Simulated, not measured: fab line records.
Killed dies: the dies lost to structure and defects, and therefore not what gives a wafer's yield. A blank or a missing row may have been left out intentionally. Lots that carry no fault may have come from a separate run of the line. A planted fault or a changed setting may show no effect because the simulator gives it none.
Split-lot study || flow n5-finfet || on a route of 1938 steps: 7 lots, 21 wafers read

== SPLIT DETAILS ==
At N5_BEOL_M5_ETCH_72 (etches underlayer in N2/H2, target depth 6.5 nm, time 5.2 s), the setting bias-w was moved away from the recipe's 150 W on 7 of the 21 wafers read, by -13.5% to +12.1%. This setting was run at the recipe's value on the other wafers.

Reading taken at the split's own step.

== THE READING ==
rf-vpp-V, in V, at N5_BEOL_M5_ETCH_72 (etches underlayer in N2/H2, target depth 6.5 nm, time 5.2 s). Fault-free wafers of this fab line usually give 523.1 V, standard deviation 2.6 V.

{"wafer": "L074.1", "tool, chamber at the split": "rie-diel-03, 3", "bias-w as run, W": 150, "against the recipe": "recipe", "rf-vpp-V, V": 524.5, "against lot-mates on the recipe": "-"}
{"wafer": "L074.2", "tool, chamber at the split": "rie-diel-03, 2", "bias-w as run, W": 150, "against the recipe": "recipe", "rf-vpp-V, V": 525.8, "against lot-mates on the recipe": "-"}
{"wafer": "L074.5", "tool, chamber at the split": "rie-diel-03, 1", "bias-w as run, W": 141, "against the recipe": "-6.0%", "rf-vpp-V, V": 505.1, "against lot-mates on the recipe": -20.0}
{"wafer": "L079.1", "tool, chamber at the split": "rie-diel-03, 2", "bias-w as run, W": 168.2, "against the recipe": "+12.1%", "rf-vpp-V, V": 563.3, "against lot-mates on the recipe": "+40.5"}
{"wafer": "L079.3", "tool, chamber at the split": "rie-diel-03, 3", "bias-w as run, W": 168.2, "against the recipe": "+12.1%", "rf-vpp-V, V": 560.8, "against lot-mates on the recipe": "+38.0"}
{"wafer": "L079.4", "tool, chamber at the split": "rie-diel-03, 0", "bias-w as run, W": 150, "against the recipe": "recipe", "rf-vpp-V, V": 522.8, "against lot-mates on the recipe": "-"}
{"wafer": "L087.1", "tool, chamber at the split": "rie-diel-03, 0", "bias-w as run, W": 150, "against the recipe": "recipe", "rf-vpp-V, V": 522.6, "against lot-mates on the recipe": "-"}
{"wafer": "L087.4", "tool, chamber at the split": "rie-diel-03, 0", "bias-w as run, W": 150, "against the recipe": "recipe", "rf-vpp-V, V": 521.3, "against lot-mates on the recipe": "-"}
{"wafer": "L087.6", "tool, chamber at the split": "rie-diel-03, 1", "bias-w as run, W": 150, "against the recipe": "recipe", "rf-vpp-V, V": 524.2, "against lot-mates on the recipe": "-"}
{"wafer": "L088.3", "tool, chamber at the split": "rie-diel-01, 3", "bias-w as run, W": 129.7, "against the recipe": "-13.5%", "rf-vpp-V, V": 482.0, "against lot-mates on the recipe": -38.3}
{"wafer": "L088.4", "tool, chamber at the split": "rie-diel-01, 1", "bias-w as run, W": 150, "against the recipe": "recipe", "rf-vpp-V, V": 520.3, "against lot-mates on the recipe": "-"}
{"wafer": "L088.5", "tool, chamber at the split": "rie-diel-01, 3", "bias-w as run, W": 129.7, "against the recipe": "-13.5%", "rf-vpp-V, V": 478.3, "against lot-mates on the recipe": -42.0}
{"wafer": "L089.3", "tool, chamber at the split": "rie-diel-04, 0", "bias-w as run, W": 150, "against the recipe": "recipe", "rf-vpp-V, V": 523.5, "against lot-mates on the recipe": "-"}
{"wafer": "L089.5", "tool, chamber at the split": "rie-diel-04, 0", "bias-w as run, W": 150, "against the recipe": "recipe", "rf-vpp-V, V": 522.3, "against lot-mates on the recipe": "-"}
{"wafer": "L089.6", "tool, chamber at the split": "rie-diel-04, 3", "bias-w as run, W": 150, "against the recipe": "recipe", "rf-vpp-V, V": 520.9, "against lot-mates on the recipe": "-"}
{"wafer": "L094.1", "tool, chamber at the split": "rie-diel-03, 2", "bias-w as run, W": 150, "against the recipe": "recipe", "rf-vpp-V, V": 524.7, "against lot-mates on the recipe": "-"}
{"wafer": "L094.2", "tool, chamber at the split": "rie-diel-03, 3", "bias-w as run, W": 150, "against the recipe": "recipe", "rf-vpp-V, V": 524.0, "against lot-mates on the recipe": "-"}
{"wafer": "L094.4", "tool, chamber at the split": "rie-diel-03, 0", "bias-w as run, W": 130.1, "against the recipe": "-13.3%", "rf-vpp-V, V": 476.0, "against lot-mates on the recipe": -48.4}
{"wafer": "L097.1", "tool, chamber at the split": "rie-diel-01, 2", "bias-w as run, W": 150, "against the recipe": "recipe", "rf-vpp-V, V": 521.1, "against lot-mates on the recipe": "-"}
{"wafer": "L097.2", "tool, chamber at the split": "rie-diel-01, 0", "bias-w as run, W": 150, "against the recipe": "recipe", "rf-vpp-V, V": 520.9, "against lot-mates on the recipe": "-"}
{"wafer": "L097.6", "tool, chamber at the split": "rie-diel-01, 2", "bias-w as run, W": 138.8, "against the recipe": "-7.5%", "rf-vpp-V, V": 497.2, "against lot-mates on the recipe": -23.8}

FIT RESULTS
A straight line over all 21 wafers: rf-vpp-V changes by +3.26 V for each +1% of bias-w; r = +1.00; the points scatter about the line by 1.9 V.
The same after taking each lot's own level away (the mean of its wafers on the recipe; 21 wafers): +3.21 V for each +1%; r = +1.00; scatter 2 V.
Per that fit: largest bias-w move, reading shift of 43 V.
The lots' own levels span 520.30 to 525.15 V, that is 1.9 times the standard deviation above.
Consequently the slope shifts little with the lot-to-lot level, the two slopes agreeing.
Check: for one of the wafers moved furthest among these (-13.5%), held out of the fit, the line's prediction against its lot-mates is -44.8 V. Against them it came out at -38.3 V.
Tool readings at the split's step, against how far the setting was moved: etch-rf-on-time-s r = -0.88; rf-vpp-V r = +1.00.

== FURTHER SPLITS ON THESE WAFERS ==
Note: prior to the reading, these wafers also went through further splits. Each is held against what the fit with the lots' levels taken away leaves over:
{"other split on the same wafers": "N5_BEOL_M2_ETCH_69 bias-w", "wafers away from the commonest value": 9, "r with rf-vpp-V (lot level and that fit taken away)": -0.04}

== THE WHOLE CHAIN: every reading that the file lists as answering this split, in the file's order ==
{"step": "N5_BEOL_M5_ETCH_72", "what it does": "etches underlayer in N2/H2, target depth 6.5 nm, time 5.2 s", "reading": "etch-rf-on-time-s", "change (the file's fit)": "withheld for each +1% of the setting", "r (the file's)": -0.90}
{"step": "N5_BEOL_M5_ETCH_72", "what it does": "etches underlayer in N2/H2, target depth 6.5 nm, time 5.2 s", "reading": "rf-vpp-V", "change (the file's fit)": "+3.28 V for each +1% of the setting", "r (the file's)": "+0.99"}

== THE FILE'S OWN FIT ==
rf-vpp-V changes by +3.28 V for each +1% of bias-w, r = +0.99.
